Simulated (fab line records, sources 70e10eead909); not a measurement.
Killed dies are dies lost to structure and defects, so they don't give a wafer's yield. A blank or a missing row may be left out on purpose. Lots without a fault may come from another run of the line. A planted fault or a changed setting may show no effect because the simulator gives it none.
A struck lot beside a sound one | flow nand_harc | 24 steps out of a route of 1159
Sound: wafers L845.2, L845.4, L845.6. Struck: wafers L853.1, L853.2, L853.6. The cause comes at the end.
At each step with rows: each side's tool, then ch and its chambers, then its first start. Under that, the readings that differ: sound wafers | struck wafers | difference of the means | sigmas: that difference in standard deviations of wafers without a fault.
alike: readings whose means differ by less than 2 such deviations, and words and numbers that are the same on both sides. not compared: withheld readings, readings that some wafer has no value for, bounds like >300 that may hide the same value, and numbers for which the record gives no deviation and whose values overlap.
The two part at a step that has a row with sigmas, a row that says differs or no value, or rows on one side only. Numbers that don't overlap but have no deviation are shown without sigmas and don't part them. A reading that every wafer of one side lacks parts them only if that side has two wafers or more.

first, 8 steps without rows for these wafers: NHARC_A_CHANNEL_HOLE_D1_DESCUM_15 (chemistry O2, time 3 s); NHARC_A_CHANNEL_HOLE_D1_ETCH_38 (etches the open film in CF4, target depth 39 nm, time 65 s); NHARC_A_CHANNEL_HOLE_D1_ETCH_39 (etches the open film in N2/H2, target depth 260 nm, time 325 s); NHARC_A_CHANNEL_HOLE_D1_ETCH_34 (etches the open film in CF4/CHF3, target depth 154 nm, time 77 s); NHARC_A_CHANNEL_HOLE_D1_ETCH_16 (etches the open film in O2/COS, target depth 3100 nm, time 806 s); NHARC_A_CHANNEL_HOLE_D1_ETCH_19 (etches the open film in C4F8/O2/Ar, time 34.5 s); NHARC_A_CHANNEL_HOLE_D1_ETCH_20 (etches the open film in C4F8/O2/Ar, time 361.9 s, target depth 1600 nm); NHARC_A_CHANNEL_HOLE_D1_ETCH_21 (etches the open film in C4F8/O2/Ar, time 514.3 s, target depth 1600 nm).
NHARC_A_CHANNEL_HOLE_D1_ETCH_22: etches the open film in C4F8/O2/Ar, time 666.7 s, target depth 1600 nm.
  sound on har_etch-01 ch 0,1, day 10 17:19; struck on har_etch-01 ch 0,1, day 12 18:25
  no value came back on the struck wafers for any of 6 readings (c4f8_flow_sccm (sccm), chamber_pressure_mTorr (mTorr) and others); on the sound wafers c4f8_flow_sccm (sccm) reads 89.73 89.44 89.40
  not compared: rf_hours_counter_h
then, 8 steps without rows for these wafers: NHARC_A_CHANNEL_HOLE_D1_ETCH_23 (etches the open film in C4F8/O2/Ar, time 819 s, target depth 1600 nm); NHARC_A_CHANNEL_HOLE_D1_ETCH_24 (etches the open film in C4F8/O2/Ar, time 906.2 s, target depth 1500 nm); NHARC_A_CHANNEL_HOLE_D1_ETCH_25 (etches the open film in C4F8/O2/Ar, time 1040.2 s, target depth 1500 nm); NHARC_A_CHANNEL_HOLE_D1_ETCH_26 (etches the open film in C4F8/O2/Ar, time 224.1 s, target depth 300 nm); NHARC_A_CHANNEL_HOLE_D1_ETCH_33 (etches the open film in C4F8/O2/Ar, time 90 s, target depth 400 nm); NHARC_A_CHANNEL_HOLE_D1_STRIP_41 (strips in N2/H2); NHARC_A_CHANNEL_HOLE_D1_STRIP_42 (strips in CF4/CHF3); NHARC_A_CHANNEL_HOLE_D1_STRIP_43 (strips in O2/COS).
NHARC_A_CHANNEL_HOLE_D1_ETCH_44: etches the open film in CF4/O2, target depth 140 nm, overetch 14 nm, time 77 s.
  sound on rie_diel-05 ch 1,2, day 10 21:07; struck on rie_diel-06 ch 2,3, day 12 22:18
  alike: bias_w, cf4_flow_sccm, drypump_motor_current_A, oes_f_703_au, oes_product_au, rf_vpp_V, showerhead_plenum_p_Torr, throttle_valve_pct
  not compared: rf_hours_counter_h, model.A_CHANNEL_HOLE_D1.cd_nm
then, 3 steps without rows for these wafers: NHARC_A_CHANNEL_HOLE_D1_STRIP_27 (strips in O2); NHARC_A_CHANNEL_HOLE_D1_PRECLEAN_28 (cleans in SC1); NHARC_A_CHANNEL_HOLE_D1_SRD_29.
NHARC_A_CHANNEL_HOLE_D1_CD_MEAS_30:
  sound on cd_sem-02, day 10 21:58; struck on cd_sem-02, day 12 23:05
  reading    | sound          | struck      | difference | sigmas
  cd_nm (nm) | 89.5 89.6 89.6 | 2.1 1.6 0.9 | -88.0      | -59
NHARC_A_CHANNEL_HOLE_D1_XSEM_31:
  sound on xsem-02 ch 0, day 10 22:04; struck on xsem-01 ch 0, day 12 23:10
  reading        | sound          | struck         | difference | sigmas
  bot_cd_nm (nm) | 74.6 75.6 74.7 | 2.5 1.8 1.0    | -73.2      | -49
  bow_nm (nm)    | 8.40 8.35 8.38 | 0.86 0.86 0.86 | -7.52      | -30
  alike: tilt_deg
-- the record jumps here: 13 days lie between the struck wafers' starts before and after (it left off in module A_CHANNEL_HOLE_D1 and takes up again in module END, whose first step shown is number 1159 of the route) --
NHARC_END_SORT_01:
  the record has rows for the struck wafers here (prober-01 ch 0, day 25 18:44) and none for the sound ones

WHERE THEY PART
First at NHARC_A_CHANNEL_HOLE_D1_ETCH_22; last, within this record, at NHARC_END_SORT_01.

WHY: what the simulator had put in
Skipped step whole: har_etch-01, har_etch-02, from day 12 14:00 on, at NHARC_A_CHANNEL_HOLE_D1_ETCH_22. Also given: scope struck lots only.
